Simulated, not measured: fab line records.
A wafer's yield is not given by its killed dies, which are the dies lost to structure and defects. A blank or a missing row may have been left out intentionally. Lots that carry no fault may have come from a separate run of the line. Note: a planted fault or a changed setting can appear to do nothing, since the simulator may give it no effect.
A struck lot beside a sound one	flow nand-harc	16 out of 1302 route steps
Sound: wafers L346.1, L346.4, L346.5. Struck: wafer L358.2. (L358.3, L358.4 of the same lot were not struck and are left out.) The cause comes at the end.
At each step with rows: each side's tool, then ch and its chambers, then its first start. Under that, the readings that differ: sound wafers	struck wafers	difference of the means	sigmas: that difference in standard deviations of wafers without a fault.
alike: words and numbers the same on both sides, and readings whose means are apart by under 2 such deviations; not compared: readings that were withheld, readings missing a value for some wafer, numbers with overlapping values and no deviation given by the record, and bounds like >300 which may hide the same value.
The two part at a step that has a row with sigmas, a row that says differs or no value, or rows on one side only. Numbers that have no deviation but don't overlap get no sigmas and don't part them. A reading missing from all wafers of one side parts the sides only when that side holds two or more wafers.

NHARC_A_DECK1_JOINT_INSPECT_05:
  sound: defect-inspect-01 at day 13 11:02; struck: defect-inspect-01 at day 18 11:35
  alike: raw-defect-count
then, 1 step without rows for these wafers: NHARC_A_ONON_D2_DEP_00 (target thk 1000 nm).
NHARC_A_ONON_D2_THK_MEAS_02: measures by ellipsometry.
  sound: film-metro-02 at day 13 11:36; struck: film-metro-02 at day 18 12:10
  alike: thk-nm
then, 1 step without rows for these wafers: NHARC_A_ONON_D2_DEP_03 (target thk 1000 nm).
NHARC_A_ONON_D2_THK_MEAS_05: measures by ellipsometry.
  sound: film-metro-01 at day 13 12:10; struck: film-metro-01 at day 18 12:44
  alike: thk-nm
then, 1 step without rows for these wafers: NHARC_A_ONON_D2_DEP_06 (target thk 1000 nm).
NHARC_A_ONON_D2_THK_MEAS_08: measures by ellipsometry.
  sound: film-metro-02 at day 13 12:44; struck: film-metro-02 at day 18 13:17
  alike: thk-nm
then, 1 step without rows for these wafers: NHARC_A_ONON_D2_DEP_09 (target thk 1000 nm).
NHARC_A_ONON_D2_THK_MEAS_11: measures by ellipsometry.
  sound: film-metro-01 at day 13 13:19; struck: film-metro-02 at day 18 13:52
  alike: thk-nm
then, 1 step without rows for these wafers: NHARC_A_ONON_D2_DEP_12 (target thk 1000 nm).
NHARC_A_ONON_D2_THK_MEAS_14: measures by ellipsometry.
  sound: film-metro-02 at day 13 13:53; struck: film-metro-01 at day 18 14:26
  alike: thk-nm
then, 1 step without rows for these wafers: NHARC_A_ONON_D2_ANNEAL_15 (time 3600 s).
NHARC_A_ONON_D2_DEP_16: target thk 1000 nm.
  sound on pecvd-onon-04 ch 0, day 13 20:50; struck on pecvd-onon-04 ch 0, day 18 21:22
NHARC_A_ONON_D2_THK_MEAS_18: measures by ellipsometry.
  sound: film-metro-02 at day 13 21:21; struck: film-metro-01 at day 18 21:49
reading	sound	struck	difference	sigmas
thk-nm (nm)	1004 1005 1005	699	-306	-41
then, 1 step without rows for these wafers: NHARC_A_ONON_D2_DEP_19 (target thk 1000 nm).
-- break in the record here, with 12 days between the starts of the struck wafers on either side (left off in module A_ONON_D2, picked up again in module END, where the first step shown is number 1302 on the route) --
NHARC_END_SORT_01:
  only the struck wafers appear in the record here, on prober-01 ch 0 at day 30 14:43; the sound ones have no rows

== WHERE THEY PART ==
Earliest at NHARC_A_ONON_D2_THK_MEAS_18; latest, in this record, at NHARC_END_SORT_01.

WHY: what the simulator had put in
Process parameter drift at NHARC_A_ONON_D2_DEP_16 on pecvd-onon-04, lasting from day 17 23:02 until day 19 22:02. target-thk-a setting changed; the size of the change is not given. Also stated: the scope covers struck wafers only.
